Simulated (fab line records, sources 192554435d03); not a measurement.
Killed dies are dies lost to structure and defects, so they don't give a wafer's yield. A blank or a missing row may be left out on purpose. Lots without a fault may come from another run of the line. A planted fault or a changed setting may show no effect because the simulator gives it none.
Chamber matching | flow n5_finfet | N5_DUMMY_GATE_ETCH_44 on rie_si-06: 4 sister chambers
The step etches poly-Si in HBr/O2, stops on SiO2, target depth 127.5 nm. 18 wafers are shown with their chamber, then 9 later ones without.

WAFERS WITH THEIR CHAMBER
wafer  | chamber | drypump_motor_current_A (A) | throttle_valve_pct (%) | he_backside_leak_sccm (sccm)
L077.1 | 2       | 4.9                         | 18.49                  | 2.6
L077.3 | 3       | 5.1                         | 18.50                  | 3.0
L077.5 | 2       | 4.9                         | 18.48                  | 2.3
L079.1 | 1       | 6.0                         | 18.63                  | 3.2
L079.2 | 2       | 4.9                         | 18.49                  | 2.3
L079.6 | 0       | 5.6                         | 18.49                  | 2.3
L081.3 | 3       | 5.0                         | 18.49                  | 3.2
L081.4 | 0       | 5.6                         | 18.50                  | 2.4
L081.5 | 0       | 5.6                         | 18.50                  | 2.4
L084.1 | 0       | 5.6                         | 18.51                  | 2.3
L084.3 | 2       | 4.9                         | 18.50                  | 2.5
L084.6 | 2       | 4.9                         | 18.49                  | 2.6
L088.1 | 0       | 5.6                         | 18.49                  | 2.4
L088.2 | 2       | 4.9                         | 18.50                  | 2.3
L088.5 | 1       | 6.0                         | 18.63                  | 3.2
L092.2 | 2       | 4.9                         | 18.48                  | 2.3
L092.5 | 3       | 5.1                         | 18.51                  | 3.2
L092.6 | 2       | 4.9                         | 18.49                  | 2.3

SIGNATURES (means of the wafers above)
reading                 | chamber 0 | chamber 1 | chamber 2 | chamber 3 | scatter within a chamber
drypump_motor_current_A | 5.600     | 6.000     | 4.900     | 5.067     | 0.0218
throttle_valve_pct      | 18.4980   | 18.6300   | 18.4900   | 18.5000   | 0.00793
he_backside_leak_sccm   | 2.360     | 3.200     | 2.400     | 3.133     | 0.113
Rule: a wafer's distance from a chamber is the root of the sum, over the readings, of the square of ((its reading less the chamber's mean) divided by the reading's scatter). The wafer belongs to the nearest chamber; if the next one is less than 2 further off, it can't be placed. The scatter: the root of (the sum of the squares of (reading less its chamber's mean) over the shown wafers, divided by (wafers less chambers)).

WAFERS WITHOUT THEIR CHAMBER
wafer  | drypump_motor_current_A (A) | throttle_valve_pct (%) | he_backside_leak_sccm (sccm)
L094.1 | 5.1                         | 18.50                  | 3.2
L094.5 | 4.9                         | 18.50                  | 2.5
L094.6 | 5.1                         | 18.50                  | 3.1
L096.1 | 5.6                         | 18.50                  | 2.6
L096.3 | 6.0                         | 18.63                  | 3.2
L096.5 | 5.1                         | 18.50                  | 3.2
L097.1 | 6.0                         | 18.61                  | 3.4
L097.2 | 4.9                         | 18.47                  | 2.4
L097.3 | 5.1                         | 18.50                  | 3.2

WHICH CHAMBER EACH WENT THROUGH
wafer  | from the rows above | in truth
L094.1 | 3                   | 3
L094.5 | 2                   | 2
L094.6 | 3                   | 3
L096.1 | 0                   | 0
L096.3 | 1                   | 1
L096.5 | 3                   | 3
L097.1 | 1                   | 1
L097.2 | 2                   | 2
L097.3 | 3                   | 3
Placed correctly: 9 of 9. Can't be placed from these rows: 0. Placed wrongly: 0.
